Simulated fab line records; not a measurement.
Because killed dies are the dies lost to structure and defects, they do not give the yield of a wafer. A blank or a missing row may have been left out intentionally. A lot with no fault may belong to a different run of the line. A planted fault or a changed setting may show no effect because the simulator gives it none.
Which tool did it? / flow n5 finfet / 9 lots with 26 wafers sampled at 2 steps, on a route of 1938 steps

== WHAT THE GAUGES READ, wafer by wafer ==
N5_BEOL_M3_OVL_MEAS_12.
lot=L798; measured=day 7 20:11; on=overlay-01; M3_OVL (nm)=0.3 -0.3 0.5
lot=L801; measured=day 8 21:25; on=overlay-02; M3_OVL (nm)=-2.1 -0.9
lot=L803; measured=day 9 12:35; on=overlay-02; M3_OVL (nm)=1.2 -0.4 0.1
lot=L809; measured=day 10 17:07; on=overlay-02; M3_OVL (nm)=10.5 10.8 9.5
lot=L810; measured=day 10 17:20; on=overlay-02; M3_OVL (nm)=10.4 10.2 10.6
lot=L812; measured=day 11 09:46; on=overlay-02; M3_OVL (nm)=-0.2 -0.2 0.2
lot=L813; measured=day 12 03:41; on=overlay-01; M3_OVL (nm)=1.2 0.5 0.8
lot=L816; measured=day 12 16:47; on=overlay-02; M3_OVL (nm)=0.0 1.1 -0.7
lot=L817; measured=day 13 00:10; on=overlay-01; M3_OVL (nm)=0.0 0.3 0.5

== TOOL THAT RAN EACH LOT (tool first, then ch and the chambers of the sampled wafers, then the start) ==
lot=L798; N5_BEOL_M3_EXPOSE_08=euv scanner-01 ch 0, day 7 20:02
lot=L801; N5_BEOL_M3_EXPOSE_08=euv scanner-02 ch 0, day 8 21:15
lot=L803; N5_BEOL_M3_EXPOSE_08=euv scanner-01 ch 0, day 9 12:26
lot=L809; N5_BEOL_M3_EXPOSE_08=euv scanner-01 ch 0, day 10 16:58
lot=L810; N5_BEOL_M3_EXPOSE_08=euv scanner-01 ch 0, day 10 17:11
lot=L812; N5_BEOL_M3_EXPOSE_08=euv scanner-02 ch 0, day 11 09:37
lot=L813; N5_BEOL_M3_EXPOSE_08=euv scanner-02 ch 0, day 12 03:32
lot=L816; N5_BEOL_M3_EXPOSE_08=euv scanner-02 ch 0, day 12 16:38
lot=L817; N5_BEOL_M3_EXPOSE_08=euv scanner-02 ch 0, day 13 00:01
- N5_BEOL_M3_EXPOSE_08: exposes mask M3.

== THE ANSWER, worked out from the rows above alone ==
Rule: what is usual is taken from the lots themselves. The widest of any qualifying gaps counts: lots, ordered by their means at a reading, are off when they make up no more than a third of the lots, leave a main group of 4 or more, and stand apart from it by 3 or more times the standard deviation of that group's means. A main group is skipped when, at the precision printed for the reading in the tables above, its means are all equal. A lot without any number at a reading at which 4 lots or more have one is off too. Any other lot the step has rows for is counted as sound.
Off: L809, L810, seen at N5_BEOL_M3_OVL_MEAS_12 (M3_OVL). Mean 0.0 nm and standard deviation 0.67 in the main group.
If a tool, at a process step before that reading, ran all the lots that are off and no sound lot after the first of them, it fits. Gauges at N5_BEOL_M3_OVL_MEAS_12: tried the same way as those tools. One candidate fits, namely euv scanner-01 at N5_BEOL_M3_EXPOSE_08. A fault onset in the window from L803 (day 9 12:26, its last sound lot) to L809 (day 10 16:58, its first lot off) fits.

== WHAT HAD BEEN PUT IN BY THE SIMULATOR ==
Scanner matching overlay: euv scanner-01, from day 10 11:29 on, at N5_BEOL_M3_EXPOSE_08. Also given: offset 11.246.
Lots struck among those shown: L809, L810. The rule above found the same.
